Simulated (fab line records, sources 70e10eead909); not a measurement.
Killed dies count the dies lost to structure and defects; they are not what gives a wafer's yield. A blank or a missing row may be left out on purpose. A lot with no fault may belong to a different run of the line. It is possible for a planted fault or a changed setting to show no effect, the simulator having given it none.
fab line records	flow nand-harc
[record] lots = 6	wafers = 18	last-day = 33
route steps=1302 shown A_CHANNEL_HOLE_D1@487 A_CHANNEL_FILL_D1@490 END@1302
lots untouched by any fault: they come from a run of this same line in which no faults occurred
start-h: start of the lot's first displayed wafer, in hours after the record's first day	wait-h: how many hours have passed since the lot's step before this one	" as in the row above	L1.1+2: a row that stands for several wafers	- value missing, or start not given	* or withheld: withheld	< > ~ a bound
route shown NAME@n: NAME is a module with steps in the file, n the number in the route of the first one	usual: average and standard deviation across the fault-free wafers	same: alike in all rows	chamber/n: place in a boat	sites: per-site readings	_std_site: how widely they spread, as a standard deviation	_edge_site: outer sites' mean less inner sites'	radius-mm: how far each site lies from the wafer's centre	mask NAME#n: copy n	behind: the last tool/chamber to shape the wafer	hold: what put the lot on hold/how long, in hours/how the hold closed	device: transistor that didn't switch, given as n, p or np	end of line: tests of these same wafers at the route's end	a step with no rows: only its recipe	killed: count of dies lost to structure and defects at first sort (not the wafer's yield)	map: shows each die of a wafer: x if killed, . if not, _ if none is there
set.NAME: the setting that was run; set.NAME@STEP: the one run at that earlier step	model.NAME: the simulator's own value behind a step, which no gauge read
lots at selected steps of the route; one table per step, one row per wafer
services: the hour from which a tool's chamber was out of use, counted from the record's first day as start-h (under 0 if before that day), plus the number of hours and why
[[steps]]
[step NHARC_A_CHANNEL_HOLE_D1_CD_MEAS_30]
[usual] cd-nm = 89.7/1.3
lot.wafer	tool	chamber	start-h	wait-h	cd-nm
L597.1	cd-sem-01	-	230.46	0.1	88.6
L597.2	"	-	"	"	90.4
L597.3	"	-	"	"	89.7
L601.1	cd-sem-02	-	257.26	-	89.7
L601.4	"	-	"	"	89.1
L601.6	"	-	"	"	89.9
L602.1	cd-sem-03	-	269.66	-	86.3
L602.3	"	-	"	"	87.8
L602.6	"	-	"	"	90.6
L608.1	cd-sem-02	-	328.40	-	88.9
L608.3	"	-	"	"	88.4
L608.6	"	-	"	"	89.5
L613.2	cd-sem-02	-	377.72	-	89.7
L613.4	"	-	"	"	90.5
L613.6	"	-	"	"	88.6
L616.1	cd-sem-01	-	411.10	-	87.5
L616.2	"	-	"	"	88.4
L616.3	"	-	"	"	88.8
[step NHARC_A_CHANNEL_HOLE_D1_XSEM_31]
[recipe] landing-energy-ev = 35000
[usual] bot-cd-nm = 74.1/1.5	bow-nm = 8.66/0.25	tilt-deg = 0.09/0.048
lot.wafer	tool	chamber	start-h	wait-h	bot-cd-nm	bow-nm	tilt-deg
L597.1	xsem-02	0	230.55	0.1	73.6	9.09	0.04
L597.2	"	0	"	"	75.3	8.98	0.04
L597.3	"	0	"	"	73.9	9.08	0.04
L601.1	xsem-02	0	257.35	0.1	75.1	8.37	0.07
L601.4	"	0	"	"	73.5	8.34	0.07
L601.6	"	0	"	"	75.7	8.35	0.07
L602.1	xsem-01	0	269.75	0.1	71.2	8.69	0.10
L602.3	"	0	"	"	71.8	8.71	0.10
L602.6	"	0	"	"	74.3	8.66	0.09
L608.1	xsem-02	0	328.49	0.1	73.0	8.89	0.05
L608.3	"	0	"	"	71.9	8.86	0.05
L608.6	"	0	"	"	73.2	8.85	0.05
L613.2	xsem-02	0	377.81	0.1	73.7	8.73	0.21
L613.4	"	0	"	"	73.7	8.68	0.21
L613.6	"	0	"	"	72.2	8.73	0.21
L616.1	xsem-02	0	411.19	0.1	71.2	8.49	0.07
L616.2	"	0	"	"	72.4	8.46	0.07
L616.3	"	0	"	"	72.9	8.41	0.07
[step NHARC_A_CHANNEL_HOLE_D1_INSPECT_40]
[usual] raw-defect-count = 74/24
lot.wafer	tool	chamber	start-h	wait-h	raw-defect-count
L597.1	defect-inspect-02	-	230.65	-	121
L597.2	"	-	"	"	110
L597.3	"	-	"	"	116
L601.1	defect-inspect-01	-	257.45	-	42
L601.4	"	-	"	"	28
L601.6	"	-	"	"	57
L602.1	defect-inspect-02	-	269.84	-	58
L602.3	"	-	"	"	47
L602.6	"	-	"	"	65
L608.1	defect-inspect-01	-	328.59	-	102
L608.3	"	-	"	"	128
L608.6	"	-	"	"	126
L613.2	defect-inspect-02	-	384.20	-	123
L613.4	"	-	"	"	96
L613.6	"	-	"	"	91
L616.1	defect-inspect-02	-	411.29	-	41
L616.2	"	-	"	"	67
L616.3	"	-	"	"	47
[step NHARC_A_CHANNEL_FILL_D1_PRECLEAN_00]
[recipe] time-s = *	temp-c = 50	bath-age-min = 0	chemistry = SC1
[step NHARC_A_CHANNEL_FILL_D1_SRD_01]
[step NHARC_A_CHANNEL_FILL_D1_ALD_02]
[recipe] target-thk-a = 60	pulse-time-s = 10	ald-cycles = 60	temp-c = 300	material = SiO2
[step NHARC_A_CHANNEL_FILL_D1_ALD_03]
[recipe] target-thk-a = 60	pulse-time-s = 60	ald-cycles = 58	temp-c = 630	pressure-torr = 2	material = SiNx
[usual] precursor-pulse-height-rel = 1.000/0.021
lot.wafer	tool	chamber	start-h	wait-h	precursor-pulse-height-rel
L597.1	ald-sin-batch-01	0	-	-	1.049
L597.2	"	0	"	"	1.005
L597.3	"	0	"	"	0.977
L601.1	ald-sin-batch-02	0	-	-	0.974
L601.4	"	0	"	"	0.991
L601.6	"	0	"	"	1.016
L602.1	ald-sin-batch-03	0	-	-	1.011
L602.3	"	0	"	"	0.997
L602.6	"	0	"	"	0.996
L608.1	ald-sin-batch-03	0	-	-	1.006
L608.3	"	0	"	"	1.029
L608.6	"	0	"	"	1.040
L613.2	ald-sin-batch-02	0	-	-	1.006
L613.4	"	0	"	"	1.016
L613.6	"	0	"	"	0.978
L616.1	ald-sin-batch-03	0	-	-	1.000
L616.2	"	0	"	"	1.034
L616.3	"	0	"	"	0.996
[step NHARC_A_CHANNEL_FILL_D1_ALD_14]
[recipe] target-thk-a = 25	pulse-time-s = 10	ald-cycles = 25	temp-c = 300	material = SiO2
[usual] heater-power-w = 454/35	precursor-pulse-height-rel = 0.999/0.021
lot.wafer	tool	chamber	start-h	wait-h	heater-power-w	precursor-pulse-height-rel
L597.1	ald-hk-02	2	237.84	0.0	419	1.026
L597.3	"	3	"	"	508	0.994
L597.2	"	1	"	"	426	1.004
L601.4	ald-hk-03	0	264.66	0.1	486	1.030
L601.1	"	1	"	"	485	1.007
L601.6	"	0	"	"	492	1.004
L602.3	ald-hk-03	0	277.57	0.1	495	0.986
L602.1	"	1	"	"	466	1.014
L602.6	"	3	"	"	390	0.999
L608.3	ald-hk-03	1	335.80	0.0	471	1.020
L608.1	"	0	"	"	485	1.018
L608.6	"	1	"	"	481	0.966
L613.4	ald-hk-01	3	391.63	0.3	461	1.029
L613.2	"	2	"	"	473	0.992
L613.6	"	3	"	"	471	0.986
L616.1	ald-hk-02	0	417.83	0.0	467	0.998
L616.3	"	2	"	"	418	1.011
L616.2	"	3	"	"	490	0.959
[step NHARC_A_CHANNEL_FILL_D1_ALD_15]
[recipe] target-thk-a = 20	pulse-time-s = 60	ald-cycles = 19	temp-c = 630	pressure-torr = 2	material = SiNx
[step NHARC_A_CHANNEL_FILL_D1_ALD_16]
[recipe] target-thk-a = 15	pulse-time-s = 10	ald-cycles = 15	temp-c = 300	material = SiO2
[usual] heater-power-w = 455/33	precursor-pulse-height-rel = 0.997/0.019
lot.wafer	tool	chamber	start-h	wait-h	heater-power-w	precursor-pulse-height-rel
L597.3	ald-hk-02	1	243.02	0.0	418	0.985
L597.1	"	3	"	"	526	0.983
L597.2	"	0	"	"	499	0.981
L601.4	ald-hk-03	2	269.82	0.1	443	0.996
L601.1	"	3	"	"	403	0.979
L601.6	"	1	"	"	465	0.978
L602.3	ald-hk-02	1	282.73	0.1	423	0.980
L602.1	"	2	"	"	414	1.011
L602.6	"	1	"	"	426	1.018
L608.3	ald-hk-02	0	340.99	0.1	510	0.989
L608.1	"	2	"	"	416	1.001
L608.6	"	1	"	"	412	1.030
L613.4	ald-hk-01	0	397.44	0.9	475	1.009
L613.2	"	1	"	"	443	1.014
L613.6	"	0	"	"	467	1.008
L616.1	ald-hk-02	0	423.03	0.1	454	0.980
L616.2	"	1	"	"	430	0.987
L616.3	"	2	"	"	415	1.009
[step NHARC_A_CHANNEL_FILL_D1_ANNEAL_17]
[recipe] temp-c = 850	time-s = 1800
[step NHARC_A_CHANNEL_FILL_D1_CVD_18]
[recipe] target-thk-a = 30	temp-c = 550	material = poly-Si
[step NHARC_A_CHANNEL_FILL_D1_ETCHBACK_19]
[recipe] target-depth-a = 50	time-s = 1.7	hbr-flow-sccm = 150	cl2-flow-sccm = 50	rf-w = 400	icp-w = 400	bias-w = 100	chemistry = HBr/Cl2
[usual] bias-w = 99.98/0.28	chamber-pressure-mTorr = 14.999/0.013	drypump-motor-current-A = 6.1/0.44	oes-product-au = 0.999/0.0084	rf-fwd-power-W = 390.1/1.3	throttle-valve-pct = 26.406/0.0099
lot.wafer	tool	chamber	start-h	wait-h	bias-w	chamber-pressure-mTorr	drypump-motor-current-A	oes-product-au	rf-fwd-power-W	rf-hours-counter-h	throttle-valve-pct
L597.2	rie-si-02	1	254.85	0.4	100.27	15.005	6.5	0.998	392.0	0.9	26.406
L597.3	"	2	"	"	99.56	14.993	5.7	0.999	388.7	0.9	26.405
L597.1	"	0	"	"	100.06	14.980	5.1	0.987	390.9	0.8	26.412
L601.1	rie-si-06	0	281.83	0.4	-	-	-	-	-	-	-
L601.4	"	0	"	"	-	-	-	-	-	-	-
L601.6	"	3	"	"	-	-	-	-	-	-	-
L602.3	rie-si-01	0	295.00	0.4	-	-	-	-	-	-	-
L602.1	"	2	"	"	-	-	-	-	-	-	-
L602.6	"	1	"	"	-	-	-	-	-	-	-
L608.3	rie-si-01	2	352.77	0.4	99.52	15.027	5.9	1.005	389.8	0.9	26.385
L608.1	"	0	"	"	99.93	15.020	6.4	0.999	390.1	0.9	26.401
L608.6	"	3	"	"	100.14	15.000	6.5	0.998	387.9	-	26.401
L613.2	rie-si-01	0	409.34	0.4	100.08	15.005	6.4	1.016	390.6	0.1	26.405
L613.4	"	1	"	"	100.05	14.993	6.1	0.989	390.2	0.1	26.396
L613.6	"	0	"	"	100.13	14.992	6.4	1.010	389.9	-	26.410
L616.3	rie-si-06	0	435.90	0.4	100.23	14.984	6.6	0.996	387.5	0	26.406
L616.1	"	1	"	"	100.09	15.003	6.0	1.004	387.7	0	26.415
L616.2	"	3	"	"	99.92	14.982	5.9	1.008	388.8	0	26.399
[step NHARC_A_CHANNEL_FILL_D1_ETCHBACK_20]
[recipe] target-depth-a = 270	time-s = 13.5	c4f8-flow-sccm = withheld	o2-flow-sccm = 8	ar-flow-sccm = withheld	rf-w = 600	bias-w = 1500	chemistry = C4F8/O2/Ar
[usual] bias-w = 1499/4.7	chamber-pressure-mTorr = 24.999/0.022	oes-product-au = 0.96/0.037	rf-fwd-power-W = 587.5/3	rf-vpp-V = 980/4.7
lot.wafer	tool	chamber	start-h	wait-h	bias-w	chamber-pressure-mTorr	oes-product-au	rf-fwd-power-W	rf-hours-counter-h	rf-vpp-V
L597.2	rie-diel-12	0	255.00	-	1495	25.029	0.93	587.0	8	983
L597.3	"	1	"	"	1500	24.981	1.00	592.5	8	979
L597.1	"	2	"	"	1505	25.027	0.94	585.4	9	975
L601.1	rie-diel-12	1	281.98	-	1505	24.988	1.00	591.8	0	981
L601.4	"	0	"	"	1499	25.003	1.00	587.2	0	984
L601.6	"	2	"	"	1498	24.988	1.01	585.1	-	976
L602.1	rie-diel-06	0	295.13	-	1503	25.007	0.91	585.4	10	982
L602.3	"	2	"	"	1492	24.982	0.94	584.0	10	969
L602.6	"	1	"	"	1497	24.985	0.92	587.4	-	985
L608.3	rie-diel-04	3	352.89	-	1497	25.018	0.92	587.3	11	978
L608.1	"	1	"	"	1505	24.965	0.93	581.4	10	973
L608.6	"	0	"	"	1495	24.986	0.93	586.7	-	977
L613.2	rie-diel-12	2	409.51	-	1504	24.983	0.93	586.2	6	975
L613.4	"	1	"	"	1503	24.979	0.93	590.5	6	981
L613.6	"	2	"	"	1504	24.990	0.94	587.8	-	974
L616.1	rie-diel-04	3	436.07	-	1495	24.977	0.99	591.7	3	978
L616.2	"	0	"	"	1503	24.968	1.02	585.4	2	978
L616.3	"	1	"	"	1492	24.968	1.02	585.4	2	973
[step NHARC_END_SORT_01]
[recipe] temp-c = 25
[usual] killed-at-array = 55/23	killed-at-other = 1.0/1.2	killed-at-periphery = 3.2/2.7	killed-dies = 59/23	killed-open = 3.1/1.6	killed-short = 2.2/1.5
[same] gross-dies = 677
lot.wafer	tool	chamber	start-h	wait-h	killed-at-array	killed-at-other	killed-at-periphery	killed-dies	killed-open	killed-short
L601.1	prober-01	0	623.88	2.5	671	0	6	677	3	2
L601.4	prober-01	0	626.30	3.4	668	1	8	677	5	0
L601.6	prober-01	0	627.91	4.0	671	1	5	677	6	2
L602.1	prober-01	0	649.55	2.5	675	0	2	677	0	4
L602.3	prober-01	0	651.16	3.1	670	0	7	677	5	2
L602.6	prober-01	0	653.57	4.0	675	1	1	677	2	1
// killed by level:class
L601.1 A_CHANNEL_FILL_D1:area-etchback=641 A_CHANNEL_HOLE_D2:chamber-film-flake=12 A_CONTACT:chamber-film-flake=5 P_STI:chamber-film-flake=4 A_WL_FILL:chamber-film-flake=3 A_ONON_D1:geometric-particle:short=1 A_CHANNEL_FILL_D1:geometric-particle:short=1 A_CHANNEL_FILL_D1:geometric-particle:open=1
L601.4 A_CHANNEL_FILL_D1:area-etchback=634 A_CHANNEL_HOLE_D2:chamber-film-flake=15 P_STI:chamber-film-flake=4 A_CHANNEL_HOLE_D1:chamber-film-flake=4 A_CHANNEL_FILL_D1:chamber-film-flake=3 A_WL_FILL:chamber-film-flake=3 A_CONTACT:chamber-film-flake=3 A_SLIT:chamber-film-flake=2
L601.6 A_CHANNEL_FILL_D1:area-etchback=645 A_CHANNEL_HOLE_D2:chamber-film-flake=7 A_CHANNEL_HOLE_D1:chamber-film-flake=3 A_WL_FILL:chamber-film-flake=3 A_CONTACT:chamber-film-flake=3 P_STI:chamber-film-flake=2 A_STAIRCASE:chamber-film-flake=2 P_M0:geometric-particle:open=1
L602.1 A_CHANNEL_FILL_D1:area-etchback=651 A_CHANNEL_HOLE_D2:chamber-film-flake=8 A_STAIRCASE:chamber-film-flake=4 A_CONTACT:chamber-film-flake=3 A_ONON_D1:geometric-particle:short=2 P_GATE:chamber-film-flake=2 A_CHANNEL_HOLE_D1:chamber-film-flake=2 A_SLIT:chamber-film-flake=2
L602.3 A_CHANNEL_FILL_D1:area-etchback=649 A_CHANNEL_HOLE_D2:chamber-film-flake=10 P_GATE:chamber-film-flake=4 A_CHANNEL_HOLE_D1:chamber-film-flake=2 P_CONTACT:geometric-particle:open=1 A_ONON_D1:geometric-particle:open=1 A_CHANNEL_FILL_D1:geometric-particle:open=1 A_SGD_CUT:geometric-particle:short=1
L602.6 A_CHANNEL_FILL_D1:area-etchback=656 A_CHANNEL_HOLE_D2:chamber-film-flake=10 A_CHANNEL_HOLE_D1:chamber-film-flake=4 A_STAIRCASE:chamber-film-flake=3 A_ONON_D1:geometric-particle:open=1 A_M1:geometric-particle:open=1 STARTING-WAFER:geometric-particle:short=1 P_GATE:chamber-film-flake=1
// map L601.1 (x killed, . not)
____________x____________
_________xxxxxxx_________
_______xxxxxxxxxxx_______
______xxxxxxxxxxxxx______
_____xxxxxxxxxxxxxxx_____
____xxxxxxxxxxxxxxxxx____
____xxxxxxxxxxxxxxxxx____
___xxxxxxxxxxxxxxxxxxx___
___xxxxxxxxxxxxxxxxxxx___
__xxxxxxxxxxxxxxxxxxxxx__
__xxxxxxxxxxxxxxxxxxxxx__
_xxxxxxxxxxxxxxxxxxxxxxx_
_xxxxxxxxxxxxxxxxxxxxxxx_
_xxxxxxxxxxxxxxxxxxxxxxx_
_xxxxxxxxxxxxxxxxxxxxxxx_
_xxxxxxxxxxxxxxxxxxxxxxx_
xxxxxxxxxxxxxxxxxxxxxxxxx
xxxxxxxxxxxxxxxxxxxxxxxxx
xxxxxxxxxxxxxxxxxxxxxxxxx
xxxxxxxxxxxxxxxxxxxxxxxxx
xxxxxxxxxxxxxxxxxxxxxxxxx
_xxxxxxxxxxxxxxxxxxxxxxx_
_xxxxxxxxxxxxxxxxxxxxxxx_
_xxxxxxxxxxxxxxxxxxxxxxx_
_xxxxxxxxxxxxxxxxxxxxxxx_
_xxxxxxxxxxxxxxxxxxxxxxx_
__xxxxxxxxxxxxxxxxxxxxx__
__xxxxxxxxxxxxxxxxxxxxx__
___xxxxxxxxxxxxxxxxxxx___
___xxxxxxxxxxxxxxxxxxx___
____xxxxxxxxxxxxxxxxx____
____xxxxxxxxxxxxxxxxx____
_____xxxxxxxxxxxxxxx_____
______xxxxxxxxxxxxx______
_______xxxxxxxxxxx_______
_________xxxxxxx_________
____________x____________
// map L602.1 (x killed, . not)
____________x____________
_________xxxxxxx_________
_______xxxxxxxxxxx_______
______xxxxxxxxxxxxx______
_____xxxxxxxxxxxxxxx_____
____xxxxxxxxxxxxxxxxx____
____xxxxxxxxxxxxxxxxx____
___xxxxxxxxxxxxxxxxxxx___
___xxxxxxxxxxxxxxxxxxx___
__xxxxxxxxxxxxxxxxxxxxx__
__xxxxxxxxxxxxxxxxxxxxx__
_xxxxxxxxxxxxxxxxxxxxxxx_
_xxxxxxxxxxxxxxxxxxxxxxx_
_xxxxxxxxxxxxxxxxxxxxxxx_
_xxxxxxxxxxxxxxxxxxxxxxx_
_xxxxxxxxxxxxxxxxxxxxxxx_
xxxxxxxxxxxxxxxxxxxxxxxxx
xxxxxxxxxxxxxxxxxxxxxxxxx
xxxxxxxxxxxxxxxxxxxxxxxxx
xxxxxxxxxxxxxxxxxxxxxxxxx
xxxxxxxxxxxxxxxxxxxxxxxxx
_xxxxxxxxxxxxxxxxxxxxxxx_
_xxxxxxxxxxxxxxxxxxxxxxx_
_xxxxxxxxxxxxxxxxxxxxxxx_
_xxxxxxxxxxxxxxxxxxxxxxx_
_xxxxxxxxxxxxxxxxxxxxxxx_
__xxxxxxxxxxxxxxxxxxxxx__
__xxxxxxxxxxxxxxxxxxxxx__
___xxxxxxxxxxxxxxxxxxx___
___xxxxxxxxxxxxxxxxxxx___
____xxxxxxxxxxxxxxxxx____
____xxxxxxxxxxxxxxxxx____
_____xxxxxxxxxxxxxxx_____
______xxxxxxxxxxxxx______
_______xxxxxxxxxxx_______
_________xxxxxxx_________
____________x____________
[[services]]
tool	chamber	start-h	hours	kind
ald-hk-03	-	213.01	10.0	pm
ald-sin-batch-02	-	235.12	5.9	repair
rie-diel-12	3	242.47	6.3	repair
rie-si-06	-	249.00	9.0	pm
ald-sin-batch-02	-	266.00	26.0	pm
rie-diel-12	-	268.43	9.0	pm
rie-si-06	1	277.95	6.6	repair
rie-diel-04	3	288.71	6.8	repair
rie-si-06	3	289.60	4.3	repair
rie-si-06	0	290.25	9.0	repair
rie-si-06	2	292.97	5.1	repair
ald-hk-01	-	296.00	10.0	pm
rie-diel-12	3	327.95	7.1	repair
rie-diel-04	-	354.95	9.0	pm
rie-diel-04	0	367.88	4.1	repair
rie-si-01	-	370.00	9.0	pm
ald-hk-02	-	370.14	2.0	repair
rie-si-06	1	372.00	2.2	repair
ald-hk-03	-	375.61	2.3	repair
ald-sin-batch-03	-	381.27	14.5	repair
ald-hk-03	-	391.01	10.0	pm
rie-si-01	2	402.76	4.2	repair
rie-si-06	0	411.53	8.0	repair
rie-si-06	-	426.00	9.0	pm
[[key]]
[first-sign] step = NHARC_A_CHANNEL_FILL_D1_ETCHBACK_19	reading = tool-record	direction = missing
[effect] step = NHARC_END_SORT_01	reading = killed-at-array	direction = up	sigmas = 27	usual = 55	struck = 672
[more-kills-born-at] NHARC_A_CHANNEL_FILL_D1_ETCHBACK_19@rie-si-01 = 1955	NHARC_A_CHANNEL_FILL_D1_ETCHBACK_19@rie-si-06 = 1917
met-at NHARC_A_CHANNEL_FILL_D1_ETCHBACK_19
struck-wafers L601.1,L601.4,L601.6,L602.1,L602.3,L602.6
later-rows-left-out L601.1,L601.4,L601.6,L602.1,L602.3,L602.6
tester-left-out L601,L602
[fault] kind = skipped-step-whole	tool = rie-si-01,rie-si-06	chamber = -	onset-h = 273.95	steps = NHARC_A_CHANNEL_FILL_D1_ETCHBACK_19	scope = struck-lots-only
// tester-left-out: of these lots the tester's yield and bins aren't shown, on N5 and GAA mostly nor the transistor test; their killed dies are dies lost to structure and defects alone, not to doping, threshold or leakage, so they don't give the yield
// later-rows-left-out: the simulator's readings of these wafers behind a module that went badly wrong aren't trusted and aren't shown, but for the sort
